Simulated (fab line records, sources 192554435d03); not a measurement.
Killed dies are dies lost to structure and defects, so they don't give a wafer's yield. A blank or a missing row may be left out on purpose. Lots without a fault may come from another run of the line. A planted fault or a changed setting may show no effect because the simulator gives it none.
A struck lot beside a sound one | flow n5_finfet | 16 steps out of a route of 1938
Sound: wafers L257.1, L257.3, L257.5. Struck: wafers L273.1, L273.4, L273.6. The cause comes at the end.
At each step with rows: each side's tool, then ch and its chambers, then its first start. Under that, the readings that differ: sound wafers | struck wafers | difference of the means | sigmas: that difference in standard deviations of wafers without a fault.
alike: readings whose means differ by less than 2 such deviations, and words and numbers that are the same on both sides. not compared: withheld readings, readings that some wafer has no value for, bounds like >300 that may hide the same value, and numbers for which the record gives no deviation and whose values overlap.
The two part at a step that has a row with sigmas, a row that says differs or no value, or rows on one side only. Numbers that don't overlap but have no deviation are shown without sigmas and don't part them. A reading that every wafer of one side lacks parts them only if that side has two wafers or more.

first, 2 steps without rows for these wafers: N5_BEOL_M0_STRIP_139 (strips in post etch residue remover, time 60 s); N5_BEOL_M0_SRD_111 (time 30 s).
N5_BEOL_M0_DEGAS_112: time 60 s.
  sound on pvd_sputter-01, day 6 21:21; struck on pvd_sputter-01, day 10 09:49
  alike: heater_power_w
then, 1 step without rows for these wafers: N5_BEOL_M0_PRE_CLEAN_113 (time 30 s).
N5_BEOL_M0_ALD_136: deposits TaN, pulse time 2 s, purge time 3 s, co reactant purge time 2 s.
  sound on ald_metal-04 ch 1,2,3, day 6 21:41; struck on ald_metal-01 ch 0,3, day 10 09:56
  alike: heater_power_w
then, 2 steps without rows for these wafers: N5_BEOL_M0_SURFACE_TREAT_137; N5_BEOL_M0_CVD_115 (deposits Co from CCTBA/H2, time 120 s).
N5_BEOL_M0_SPUTTER_116: material Cu, target thk 4 nm, time 7.37 s.
  sound on pvd_sputter-01, day 6 22:14; struck on pvd_sputter-02, day 10 12:13
  alike: substrate_temp_c, throttle_valve_pct
then, 2 steps without rows for these wafers: N5_BEOL_M0_ANNEAL_117 (time 60 s); N5_BEOL_M0_SPUTTER_132 (material Cu, target thk 4 nm, time 7.37 s).
N5_BEOL_M0_ANNEAL_133: time 60 s.
  sound on pvd_sputter-01, day 6 22:26; struck on pvd_sputter-02, day 10 12:25
  alike: heater_power_w, susceptor_temp_C
then, 1 step without rows for these wafers: N5_BEOL_M0_SPUTTER_134 (material Cu, target thk 4 nm, time 7.37 s).
N5_BEOL_M0_ANNEAL_135: time 60 s.
  sound on pvd_sputter-01, day 6 22:33; struck on pvd_sputter-02, day 10 12:32
  no value came back on the struck wafers for heater_power_w (W), susceptor_temp_C (C); on the sound wafers heater_power_w (W) reads 796 928 923
N5_BEOL_M0_SPUTTER_141: material Cu, target thk 4 nm, time 7.37 s.
  sound on pvd_sputter-01, day 6 22:35; struck on pvd_sputter-02, day 10 12:34
  alike: substrate_temp_c, throttle_valve_pct
-- the record jumps here: 5 days lie between the struck wafers' starts before and after (it left off in module BEOL_M0 and takes up again in module BEOL_M4, whose first step shown is number 1111 of the route) --
N5_BEOL_M4_RC_MEAS_101:
  sound on prober-01 ch 0, day 12 02:20; struck on prober-02 ch 0, day 15 19:31
  alike: DIBL_N, DIBL_P, IOFF_N, IOFF_P, ION_N, ION_P, SS_N, SS_P, VT_N, VT_P
-- the record jumps here: 6 days lie between the struck wafers' starts before and after (it left off in module BEOL_M4 and takes up again in module PASSIVATION, whose first step shown is number 1936 of the route) --
N5_PASSIVATION_PROBE_49:
  sound on prober-02, day 16 10:54; struck on prober-02, day 21 11:31
  reading                 | sound       | struck      | difference | sigmas
  killed_at_front_end     | 28 23 42    | 56 68 38    | +23        | +2
  sort_bin_5_function (%) | 4.2 3.3 4.6 | 6.3 6.6 5.3 | +2.0       | +2
  alike: defect_limited_yield, killed_at_M0_to_M3, killed_at_M4_up, killed_at_contacts, killed_at_other, killed_dies, killed_open, killed_short, sort_bin_6_memory, sort_n_pass, sort_yield_pct

WHERE THEY PART
First at N5_BEOL_M0_ANNEAL_135; last, within this record, at N5_PASSIVATION_PROBE_49.

WHY: what the simulator had put in
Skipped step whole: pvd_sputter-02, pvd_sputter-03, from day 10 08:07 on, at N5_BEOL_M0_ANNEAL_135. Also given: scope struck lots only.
